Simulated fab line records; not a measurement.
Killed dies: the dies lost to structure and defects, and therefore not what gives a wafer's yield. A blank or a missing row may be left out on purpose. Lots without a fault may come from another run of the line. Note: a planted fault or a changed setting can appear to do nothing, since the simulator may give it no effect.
Matching of chambers | flow n5Finfet | N5_BEOL_M2_PRE_CLEAN_60 on cvdCo-01: 3 sister chambers
The step time 15 s. 6 wafers are shown with their chamber, then 12 later ones without.

WAFERS WITH THEIR CHAMBER
wafer  | chamber | heaterPowerOuterW (W) | heaterPowerW (W)
L092.2 | 2       | 20                    | 71
L092.4 | 1       | 24                    | 84
L092.5 | 0       | 4                     | 65
L093.1 | 0       | 4                     | 63
L093.5 | 2       | 21                    | 72
L093.6 | 1       | 24                    | 86

WAFERS WITH NO CHAMBER GIVEN
wafer  | heaterPowerOuterW (W) | heaterPowerW (W)
L094.2 | 4                     | 65
L094.4 | 23                    | 88
L094.6 | 4                     | 65
L095.1 | 23                    | 88
L095.3 | 21                    | 72
L095.5 | 4                     | 65
L097.2 | 4                     | 65
L097.3 | 21                    | 71
L097.4 | 23                    | 86
L096.2 | 4                     | 65
L096.4 | 4                     | 66
L096.6 | 21                    | 73

THE CHAMBER EACH PASSED THROUGH
wafer  | from the rows above | in truth
L094.2 | 0                   | 0
L094.4 | 1                   | 1
L094.6 | 0                   | 0
L095.1 | 1                   | 1
L095.3 | 2                   | 2
L095.5 | 0                   | 0
L097.2 | 0                   | 0
L097.3 | 2                   | 2
L097.4 | 1                   | 1
L096.2 | 0                   | 0
L096.4 | 0                   | 0
L096.6 | 2                   | 2
Placed correctly: 12 of 12. Not placeable from these rows: 0. Number placed wrongly: 0.
How it was worked out, from the rows above alone: a wafer's distance from a chamber is the root of the sum, over the readings, of the square of ((its reading less the chamber's mean) divided by the reading's scatter). If the next closest chamber is less than 2 further off than the closest, the wafer can't be placed; otherwise it belongs to the closest. A chamber's mean is the mean of its shown wafers. How the scatter is found: for the shown wafers, subtract from each reading the mean of its chamber, square and add these, divide the total by (wafers less chambers), then take the root.
